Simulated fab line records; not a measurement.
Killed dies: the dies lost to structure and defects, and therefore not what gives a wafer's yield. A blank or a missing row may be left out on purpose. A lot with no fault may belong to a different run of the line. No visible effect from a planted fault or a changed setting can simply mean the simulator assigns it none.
Chamber matching	flow n5Finfet	rieDiel-01 running N5_BEOL_M14_DESCUM_33: 4 sister chambers
The step chemistry O2, time 7.9 s. 4 wafers are shown with their chamber, then 9 later ones without.

## WAFERS, EACH WITH ITS CHAMBER
wafer	chamber	drypumpMotorCurrentA (A)
L084.5	0	6.2
L085.3	1	5.7
L086.3	3	5.3
L086.6	2	5.3

## WAFERS WITHOUT THEIR CHAMBER
wafer	drypumpMotorCurrentA (A)
L095.3	5.6
L095.4	5.4
L095.6	6.2
L096.1	6.2
L096.4	5.4
L096.5	5.7
L097.1	5.7
L097.3	5.3
L097.5	5.4

## WHICH CHAMBER EACH ONE RAN IN
wafer	from the rows above	in truth
L095.3	1	1
L095.4	can't be placed: 2 or 3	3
L095.6	0	0
L096.1	0	0
L096.4	can't be placed: 2 or 3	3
L096.5	1	1
L097.1	1	1
L097.3	can't be placed: 2 or 3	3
L097.5	can't be placed: 2 or 3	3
Correct placement for 5 of the 9. Cannot be placed on the basis of these rows: 4; the candidates contain the true chamber in 4. Placed wrongly: 0.
How it was worked out, from the rows above alone: a wafer's distance from a chamber is the root of the sum, over the readings, of the square of ((its reading less the chamber's mean) divided by the reading's scatter). The wafer belongs to the nearest chamber; if the next one is less than 2 further off, it can't be placed. The mean given for a chamber averages the wafers shown for that chamber. The scatter (one wafer shown for each chamber): square how far every hidden wafer sits from the nearest shown wafer, average those squares and take the square root.
